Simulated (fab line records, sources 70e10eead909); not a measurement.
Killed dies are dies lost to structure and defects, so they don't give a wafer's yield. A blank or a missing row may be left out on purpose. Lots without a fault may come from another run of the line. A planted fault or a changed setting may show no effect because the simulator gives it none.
Which tool did it? | flow nand_harc | 11 lots, 32 wafers sampled, at 5 steps of a route of 1159

WHAT THE GAUGES READ, wafer by wafer
NHARC_A_BONDPAD_CD_MEAS_13. Usual: cd_nm 499.4 nm, standard deviation 2.3.
lot  | measured     | on        | cd_nm (nm)        | flag
L397 | day 18 04:07 | cd_sem-01 | 498.8 496.1 500.7 |
L395 | day 18 04:15 | cd_sem-01 | 498.6 501.3 501.6 |
L396 | day 18 07:13 | cd_sem-03 | 500.2 502.0 501.5 |
L399 | day 18 14:41 | cd_sem-01 | 501.1 496.4 498.5 |
L398 | day 18 19:31 | cd_sem-02 | 498.8 497.8 501.1 |
L400 | day 18 19:49 | cd_sem-03 | 495.1 504.2 499.8 |
L401 | day 20 02:45 | cd_sem-02 | 497.2 498.5 501.7 |
L403 | day 20 03:35 | cd_sem-03 | 499.3 495.3 502.6 |
L406 | day 20 23:13 | cd_sem-02 | 503.1 501.5 498.8 |
L410 | day 21 09:10 | cd_sem-02 | 497.7 498.9       |
L418 | day 24 04:02 | cd_sem-02 | 500.9 497.4 499.4 |

NHARC_END_SORT_01. Usual: defect_limited_yield 95.4 %, standard deviation 1.7; killed_at_array 27, standard deviation 12; killed_at_other 0.9, standard deviation 1.1; killed_at_periphery 3.2, standard deviation 2.4; killed_dies 31, standard deviation 12; killed_open 3.3, standard deviation 1.7; killed_short 2.0, standard deviation 1.6; sort_bin_2_pct 1.5 %, standard deviation 0.74; sort_bin_3_pct 0.25 %, standard deviation 0.22; sort_bin_4_pct 2.9 %, standard deviation 1.1; sort_n_pass 646, standard deviation 12; sort_rim_yield_pct 97.2 %, standard deviation 1.8; sort_yield_pct 95.4 %, standard deviation 1.7.
lot  | measured     | on        | defect_limited_yield (%) | killed_at_array | killed_at_other | killed_at_periphery | killed_dies | killed_open | killed_short | sort_bin_2_pct (%) | sort_bin_3_pct (%) | sort_bin_4_pct (%) | sort_n_pass | sort_rim_yield_pct (%) | sort_yield_pct (%) | flag
L410 | day 25 19:30 | prober-02 | 94.5 0.3                 | 34 673          | 1 0             | 2 2                 | 37 675      | 4 2         | 3 1          | 2.4 96.2           | 0.44 0.44          | 2.7 3.1            | 640 2       | 96.2 0                 | 94.5 0.3           | OFF

WHICH TOOL RAN EACH LOT (tool, then ch and the chambers of the sampled wafers, then the start)
lot  | NHARC_A_M1_PRE_CLEAN_32         | NHARC_A_BONDPAD_DESCUM_11          | NHARC_A_BONDPAD_ETCH_12
L397 | pecvd-02 ch 0,2, day 18 01:39   | rie_diel-03 ch 1,2,3, day 18 03:45 | rie_diel-03 ch 1,2, day 18 03:59
L395 | pecvd-01 ch 1,2, day 18 01:51   | rie_diel-03 ch 1,2,3, day 18 03:56 | rie_diel-03 ch 1,2, day 18 04:07
L396 | pecvd-02 ch 1,2, day 18 04:50   | rie_diel-03 ch 0,3, day 18 06:54   | rie_diel-03 ch 0,2,3, day 18 07:05
L399 | pecvd-02 ch 0,1,2, day 18 12:17 | rie_diel-03 ch 1,3, day 18 14:22   | rie_diel-03 ch 1,2, day 18 14:32
L398 | pecvd-02 ch 0,2, day 18 17:01   | rie_diel-03 ch 0,1, day 18 19:11   | rie_diel-03 ch 0,1,2, day 18 19:23
L400 | pecvd-03 ch 0,1, day 18 17:22   | rie_diel-03 ch 0,1,2, day 18 19:25 | rie_diel-03 ch 1,2,3, day 18 19:40
L401 | pecvd-03 ch 0,1, day 20 00:06   | rie_diel-03 ch 1,3, day 20 02:23   | rie_diel-03 ch 0,1, day 20 02:35
L403 | pecvd-02 ch 0,1, day 20 01:19   | rie_diel-03 ch 0,2,3, day 20 03:17 | rie_diel-03 ch 0,1, day 20 03:26
L406 | pecvd-01 ch 1,2, day 20 20:58   | rie_diel-03 ch 0,2,3, day 20 22:55 | rie_diel-03 ch 0,3, day 20 23:05
L410 | pecvd-02 ch 0,1, day 21 06:55   | rie_diel-03 ch 0,1, day 21 08:52   | rie_diel-03 ch 2,3, day 21 09:01
L418 | pecvd-02 ch 0,1,2, day 24 01:46 | rie_diel-03 ch 1,2,3, day 24 03:44 | rie_diel-03 ch 1,2, day 24 03:54
- NHARC_A_M1_PRE_CLEAN_32: time 12 s.
- NHARC_A_BONDPAD_DESCUM_11: chemistry O2, time 3 s.
- NHARC_A_BONDPAD_ETCH_12: etches the open film in CHF3/O2, target depth 220 nm, time 110 s.

WHAT THE TOOLS THEMSELVES READ (means of the sampled wafers that have a number; where no wafer has one, the mark that the record gives instead)
NHARC_A_M1_PRE_CLEAN_32. Usual: heater_power_w 644 W, standard deviation 57; rf_fwd_power_W 292.6 W, standard deviation 0.79.
lot  | tool     | heater_power_w (W) | rf_fwd_power_W (W) | flag
L397 | pecvd-02 | 663                | 293.5              |
L395 | pecvd-01 | 744                | 292.4              |
L396 | pecvd-02 | 564                | 291.6              |
L399 | pecvd-02 | 633                | 292.2              |
L398 | pecvd-02 | 653                | 292.1              |
L400 | pecvd-03 | 615                | 292.1              |
L401 | pecvd-03 | 719                | 291.8              |
L403 | pecvd-02 | 606                | 292.3              |
L406 | pecvd-01 | 656                | 292.5              |
L410 | pecvd-02 | 600                | 292.1              |
L418 | pecvd-02 | 638                | 292.2              |

NHARC_A_BONDPAD_DESCUM_11. Usual: drypump_motor_current_A 5.8 A, standard deviation 0.31; oes_product_au 1.007 a.u., standard deviation 0.011; rf_vpp_V 57.8 V, standard deviation 0.91; showerhead_plenum_p_Torr 1.92 Torr, standard deviation 0.078; throttle_valve_pct 11.311 %, standard deviation 0.0094.
lot  | tool        | drypump_motor_current_A (A) | oes_product_au (a.u.) | rf_vpp_V (V) | showerhead_plenum_p_Torr (Torr) | throttle_valve_pct (%) | flag
L397 | rie_diel-03 | 5.7                         | 1.012                 | 58.2         | 1.92                            | 11.306                 |
L395 | rie_diel-03 | 5.7                         | 1.009                 | 59.0         | 1.92                            | 11.317                 |
L396 | rie_diel-03 | 5.8                         | 0.998                 | 57.6         | 1.93                            | 11.308                 |
L399 | rie_diel-03 | 5.7                         | 1.012                 | 57.4         | 1.99                            | 11.314                 |
L398 | rie_diel-03 | 6.1                         | 1.010                 | 58.4         | 1.95                            | 11.310                 |
L400 | rie_diel-03 | 5.9                         | 1.015                 | 57.3         | 1.91                            | 11.314                 |
L401 | rie_diel-03 | 5.6                         | 1.002                 | 58.7         | 1.99                            | 11.321                 |
L403 | rie_diel-03 | 5.9                         | 1.003                 | 57.9         | 1.88                            | 11.305                 |
L406 | rie_diel-03 | 5.9                         | 1.013                 | 57.3         | 1.88                            | 11.313                 |
L410 | rie_diel-03 | 6.0                         | 1.007                 | 58.0         | 1.96                            | 11.321                 |
L418 | rie_diel-03 | 5.7                         | 1.015                 | 57.7         | 1.91                            | 11.306                 |

NHARC_A_BONDPAD_ETCH_12. Usual: drypump_motor_current_A 5.84 A, standard deviation 0.3; oes_product_au 0.963 a.u., standard deviation 0.021; rf_fwd_power_W 496.7 W, standard deviation 1.9; rf_vpp_V 370.6 V, standard deviation 2.3; run_length_s 131.4 s, standard deviation 0.36; showerhead_plenum_p_Torr 2.41 Torr, standard deviation 0.097; throttle_valve_pct 20.573 %, standard deviation 0.0097.
lot  | tool        | drypump_motor_current_A (A) | oes_product_au (a.u.) | rf_fwd_power_W (W) | rf_vpp_V (V) | run_length_s (s) | showerhead_plenum_p_Torr (Torr) | throttle_valve_pct (%) | flag
L397 | rie_diel-03 | 5.73                        | 0.993                 | 497.2              | 372.7        | 131.5            | 2.45                            | 20.581                 |
L395 | rie_diel-03 | 5.74                        | 0.965                 | 497.2              | 371.8        | 131.6            | 2.45                            | 20.579                 |
L396 | rie_diel-03 | 5.87                        | 0.980                 | 497.0              | 369.3        | 131.2            | 2.36                            | 20.559                 |
L399 | rie_diel-03 | 5.73                        | 0.992                 | 497.2              | 369.4        | 131.5            | 2.35                            | 20.573                 |
L398 | rie_diel-03 | 5.94                        | 0.949                 | 496.4              | 371.1        | 131.6            | 2.40                            | 20.579                 |
L400 | rie_diel-03 | 5.69                        | 0.971                 | 496.8              | 370.2        | 131.5            | 2.41                            | 20.570                 |
L401 | rie_diel-03 | 5.90                        | 0.959                 | 495.7              | 372.5        | 131.4            | 2.48                            | 20.578                 |
L403 | rie_diel-03 | 6.11                        | 0.965                 | 495.0              | 371.2        | 131.5            | 2.44                            | 20.571                 |
L406 | rie_diel-03 | 6.05                        | 0.932                 | 495.0              | 370.3        | 131.4            | 2.40                            | 20.574                 |
L410 | rie_diel-03 | 5.66                        | 0.980                 | 498.6              | 369.2        | 123.9            | 2.34                            | 20.565                 | OFF
L418 | rie_diel-03 | 5.72                        | 0.967                 | 498.0              | 371.7        | 131.6            | 2.44                            | 20.571                 |

THE ANSWER, worked out from the rows above alone
Rule: a lot is off if the mean of its wafers that have a number lies more than 3 standard deviations from the usual mean. A lot without any number at a reading at which 4 lots or more have one is off too. The other lots that the step has rows for count as sound. The gauges are gone through in route order, then the tools' own readings, and for those a lot's mean is taken as printed above. The first step at which some lot is off is used, and at that step the reading that is off furthest; a lot without a number counts as furthest.
Off: L410, at NHARC_END_SORT_01 (sort_bin_2_pct). Neither off nor sound, because the step has no rows for them: L397, L395, L396, L399, L398, L400, L401, L403, L406, L418.
A tool fits if, at a process step before that reading, it ran every lot that is off, and no sound lot after the first of them. The gauges at NHARC_END_SORT_01 aren't tried: what is off there is off at NHARC_A_BONDPAD_ETCH_12 too, on other tools, and a gauge's error can't cause that. Can't be told from this: 2 tools fit, pecvd-02 at NHARC_A_M1_PRE_CLEAN_32, rie_diel-03 at NHARC_A_BONDPAD_DESCUM_11 and NHARC_A_BONDPAD_ETCH_12.

WHAT THE SIMULATOR HAD PUT IN
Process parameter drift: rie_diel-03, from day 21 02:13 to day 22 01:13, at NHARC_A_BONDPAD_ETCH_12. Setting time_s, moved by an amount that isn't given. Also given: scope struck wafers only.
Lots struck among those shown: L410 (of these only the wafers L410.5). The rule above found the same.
